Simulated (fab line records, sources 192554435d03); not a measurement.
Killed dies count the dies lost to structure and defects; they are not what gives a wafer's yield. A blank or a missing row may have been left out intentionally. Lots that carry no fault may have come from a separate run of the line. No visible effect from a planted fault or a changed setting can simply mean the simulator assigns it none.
Matching of chambers    flow n5 finfet    4 sister chambers for N5_HKMG_FIN_ALD_71 on ald metal-01
The step deposits TiN, target thk 1 nm, pulse time 1 s, purge time 3 s. 14 wafers are shown with their chamber, then 7 later ones without.

## WAFERS PAIRED WITH THEIR CHAMBERS
wafer   chamber  heater power w (W)  precursor pulse height rel
L074.1  0        801                 0.979
L074.2  1        1082                1.008
L074.6  3        823                 1.019
L080.1  1        1082                0.983
L080.2  3        836                 0.979
L080.6  3        831                 0.997
L087.1  2        806                 1.000
L087.3  3        825                 1.010
L087.6  0        793                 0.989
L088.1  0        809                 1.009
L088.5  2        797                 0.980
L088.6  3        831                 0.993
L091.1  3        838                 0.994
L091.2  2        805                 0.981

SIGNATURES (means of the wafers above)
reading                     chamber 0  chamber 1  chamber 2  chamber 3  scatter within a chamber
heater power w              801.00     1082.00    802.67     830.67     5.92
precursor pulse height rel  0.99233    0.99550    0.98700    0.99867    0.0142
Rule: a wafer's distance from a chamber is the root of the sum, over the readings, of the square of ((its reading less the chamber's mean) divided by the reading's scatter). The wafer belongs to the nearest chamber; if the next one is less than 2 further off, it can't be placed. The scatter is the square root of a quotient: the sum, over the shown wafers, of each reading's squared deviation from its chamber's mean, divided by wafers minus chambers.

## WAFERS WHOSE CHAMBER IS MISSING
wafer   heater power w (W)  precursor pulse height rel
L091.4  801                 0.987
L092.2  1120                1.000
L092.3  794                 1.009
L092.4  836                 0.974
L096.2  788                 1.024
L096.3  804                 1.058
L096.6  817                 1.015

## EACH ONE'S CHAMBER
wafer   from the rows above           in truth
L091.4  can't be placed: 2 or 0       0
L092.2  1                             1
L092.3  can't be placed: 0 or 2       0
L092.4  3                             3
L096.2  can't be placed: 0 or 2       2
L096.3  can't be placed: 0 or 2 or 3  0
L096.6  can't be placed: 3 or 2 or 0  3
Correctly placed: 2 of 7. From these rows, 5 cannot be placed; in 5 the true chamber is one of the candidates. 0 placed wrongly.
